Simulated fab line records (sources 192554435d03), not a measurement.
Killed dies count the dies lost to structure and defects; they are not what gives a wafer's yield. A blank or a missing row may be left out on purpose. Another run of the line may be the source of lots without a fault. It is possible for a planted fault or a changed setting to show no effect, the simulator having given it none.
Lot-split experiment ; flow n5 finfet ; 7 lots, 21 wafers read, on a route of 1938 steps

## THE SPLIT ITSELF
At N5_FIN_CUT_COAT_19 (time 60 s, resist thk 20 nm), the setting spin rpm was moved away from the recipe's 1500 rpm on 5 of the 21 wafers read, by +4.7% to +10.9%. The other wafers ran this setting at the recipe's value.

## FROM THE SPLIT TO THE READING: what the file shows between them, 5 steps
- N5_FIN_CUT_COAT_29: time 60 s, resist thk 10 nm
- N5_FIN_CUT_COAT_02: resist thk 30 nm
- N5_FIN_CUT_DESCUM_13: chemistry O2, time 7 s
- N5_FIN_CUT_ETCH_30: etches underlayer in N2/H2, target depth 13 nm, time 10.4 s
- N5_FIN_CUT_ETCH_20: etches SiARC in CF4, target depth 26 nm, time 43.3 s

## THE READING
SiARC_of_FIN_CUT_COAT_19.thk nm (the simulator's own value, which no gauge read), in nm, at N5_FIN_CUT_ETCH_21 (etches SOC in N2/H2, target depth 219 nm, overetch 43.8 nm, time 523.5 s). No usual value for it is given in the file. The 16 wafers here that ran the recipe average 11.9 nm, standard deviation 0.2 nm.

wafer;tool, chamber at the split;spin rpm as run, rpm;against the recipe;SiARC_of_FIN_CUT_COAT_19.thk nm, nm;against lot-mates on the recipe
L078.1;litho track-03, 0;1500;recipe;11.6;-
L078.4;litho track-03, 0;1500;recipe;11.6;-
L078.3;litho track-03, 0;1663;+10.9%;11;-0.6
L081.3;litho track-03, 0;1500;recipe;11.8;-
L081.4;litho track-03, 0;1500;recipe;11.8;-
L081.6;litho track-03, 0;1500;recipe;12;-
L083.2;litho track-03, 0;1500;recipe;12;-
L083.3;litho track-03, 0;1500;recipe;12;-
L083.4;litho track-03, 0;1500;recipe;12.2;-
L084.1;litho track-03, 0;1500;recipe;11.8;-
L084.4;litho track-03, 0;1500;recipe;11.8;-
L084.5;litho track-03, 0;1500;recipe;11.8;-
L085.2;litho track-05, 0;1500;recipe;12.2;-
L085.4;litho track-05, 0;1500;recipe;12.2;-
L085.5;litho track-05, 0;1632;+8.8%;11.4;-0.8
L095.1;litho track-03, 0;1570;+4.7%;11.8;+0.1
L095.4;litho track-03, 0;1500;recipe;11.8;-
L095.6;litho track-03, 0;1500;recipe;11.6;-
L097.1;litho track-01, 0;1649;+9.9%;11;-0.8
L097.4;litho track-01, 0;1649;+9.9%;11;-0.8
L097.2;litho track-01, 0;1500;recipe;11.8;-

THE FIT
A straight line over all 21 wafers: SiARC_of_FIN_CUT_COAT_19.thk nm changes by -0.0769 nm for each +1% of spin rpm; r = -0.84; the points scatter about the line by 0.2 nm.
The same after taking each lot's own level away (the mean of its wafers on the recipe; 21 wafers): -0.0712 nm for each +1%; r = -0.91; scatter 0.13 nm.
That fit puts the effect of the largest move of spin rpm on the reading at 0.77 nm.
From 11.60 to 12.20 nm: that is the span of the lots' own levels, equal to 3.0 times the standard deviation above.
So the lot-to-lot level changes the slope little: the two slopes agree.
Check: with one of the wafers moved furthest among these (+10.9%) left out of the fit, the line predicts -0.826 nm for it against its lot-mates. Against them it came out at -0.6 nm.

## THE WHOLE CHAIN: every reading that the file lists as answering this split, in the file's order
step;what it does;reading;change (the file's fit);r (the file's)
N5_FIN_CUT_COAT_19;time 60 s, resist thk 20 nm;SiARC_of_FIN_CUT_COAT_19.thk nm (the simulator's own value, which no gauge read);-0.0909 nm for each +1% of the setting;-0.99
N5_FIN_CUT_ETCH_20;etches SiARC in CF4, target depth 26 nm, time 43.3 s;etch.depth nm (the simulator's own value, which no gauge read);-0.0941 nm for each +1% of the setting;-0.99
N5_FIN_CUT_ETCH_21;etches SOC in N2/H2, target depth 219 nm, overetch 43.8 nm, time 523.5 s;SiARC_of_FIN_CUT_COAT_19.thk nm (the simulator's own value, which no gauge read);-0.0666 nm for each +1% of the setting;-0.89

## FILE'S OWN FIT
SiARC_of_FIN_CUT_COAT_19.thk nm changes by -0.0666 nm for each +1% of spin rpm, r = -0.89.
